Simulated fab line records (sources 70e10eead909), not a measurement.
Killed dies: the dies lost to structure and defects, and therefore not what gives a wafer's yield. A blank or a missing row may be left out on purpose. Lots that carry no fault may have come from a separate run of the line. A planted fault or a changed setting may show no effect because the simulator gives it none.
Struck lot and sound lot, side by side	flow nandHarc	14 out of 1302 route steps
Sound: wafers L553.2, L553.4, L553.6. The struck wafers were L557.1, L557.2, L557.5. Last of all comes the cause.
At each step with rows: each side's tool, then ch and its chambers, then its first start. Under that, the readings that differ: sound wafers	struck wafers	difference of the means	sigmas: that difference in standard deviations of wafers without a fault.
alike: readings whose means differ by less than 2 such deviations, and words and numbers that are the same on both sides. not compared: withheld readings, readings that some wafer has no value for, bounds like >300 that may hide the same value, and numbers for which the record gives no deviation and whose values overlap.
Wherever a step has rows on one side only, a row that says differs or no value, or a row with sigmas, the two part there. Numbers that have no deviation but don't overlap get no sigmas and don't part them. A reading missing from all wafers of one side parts the sides only when that side holds two or more wafers.

NHARC_P_CONTACT_INSPECT_14:
  struck on defectInspect-02, day 8 22:49; sound on defectInspect-02, day 6 23:22
  alike: rawDefectCount
NHARC_P_CONTACT_DESCUM_17: chemistry O2, time 3 s.
  sound on rieDiel-11 ch 1,2, day 6 23:26; struck on rieDiel-06 ch 0,1, day 8 22:53
  alike: drypumpMotorCurrentA, oesProductAu, rfVppV, showerheadPlenumPTorr, throttleValvePct
  not compared: rfHoursCounterH
then, 1 step without rows for these wafers: NHARC_P_CONTACT_ETCH_35 (etches the open film in CF4, target depth 39 nm, time 65 s).
NHARC_P_CONTACT_ETCH_36: etches the open film in N2/H2, target depth 260 nm, time 406.25 s.
  sound: rieDiel-11 ch 0,1; struck: rieDiel-06 ch 0,1
  alike: drypumpMotorCurrentA, oesProductAu, rfVppV, showerheadPlenumPTorr, throttleValvePct
  not compared: rfHoursCounterH
NHARC_P_CONTACT_ETCH_18: etches the open film in C4F8/O2/Ar, target depth 481 nm, time 240.5 s.
  sound: rieDiel-11 ch 0,2; struck: rieDiel-06 ch 0,1,2
reading	sound	struck	difference	sigmas
oesProductAu (a.u.)	0.987 0.964 0.969	0.929 0.916 0.932	-0.048	-3
  alike: rfVppV
  not compared: rfHoursCounterH
then, 1 step without rows for these wafers: NHARC_P_CONTACT_STRIP_37 (strips in C4F8/O2/Ar).
NHARC_P_CONTACT_ETCH_31: etches the open film in CH3F/O2, target depth 30 nm, time 85.7 s.
  sound: rieDiel-11 ch 0,3; struck: rieDiel-06 ch 0,1,3
  alike: drypumpMotorCurrentA, oesProductAu, rfVppV, showerheadPlenumPTorr, throttleValvePct
  not compared: rfHoursCounterH
NHARC_P_CONTACT_CD_MEAS_19:
  struck on cdSem-02, day 8 23:45; sound on cdSem-02, day 7 00:17
  alike: cdNm
then, 2 steps without rows for these wafers: NHARC_P_CONTACT_STRIP_28 (strips in O2); NHARC_P_CONTACT_STRIP_29 (strips in post etch residue remover, time 1200 s).
NHARC_P_CONTACT_DEGAS_38: time 60 s.
  struck on pvdSputter-03, day 9 00:28; sound on pvdSputter-01, day 7 01:00
  alike: heaterPowerW
then, 1 step without rows for these wafers: NHARC_P_CONTACT_PRE_CLEAN_39 (time 19.5 s).
NHARC_P_CONTACT_PVD_32: deposits Ti, target thk 5 nm, time 17.7 s.
  struck on pvdSputter-03, day 9 00:35; sound on pvdSputter-01, day 7 01:09
  no value came back on the struck wafers for cathodeDcPowerW (W), chamberPressurePa (Pa), substrateTempC (C), throttleValvePct (%); on the sound wafers cathodeDcPowerW (W) reads 4999.9 4998.8 4998.1
then, 1 step without rows for these wafers: NHARC_P_CONTACT_ALD_22 (deposits TiN, target thk 3 nm, pulse time 1 s, ald cycles 150).

WHERE THEY PART
Earliest at NHARC_P_CONTACT_ETCH_18; latest, in this record, at NHARC_P_CONTACT_PVD_32.

WHY: what the simulator had put in
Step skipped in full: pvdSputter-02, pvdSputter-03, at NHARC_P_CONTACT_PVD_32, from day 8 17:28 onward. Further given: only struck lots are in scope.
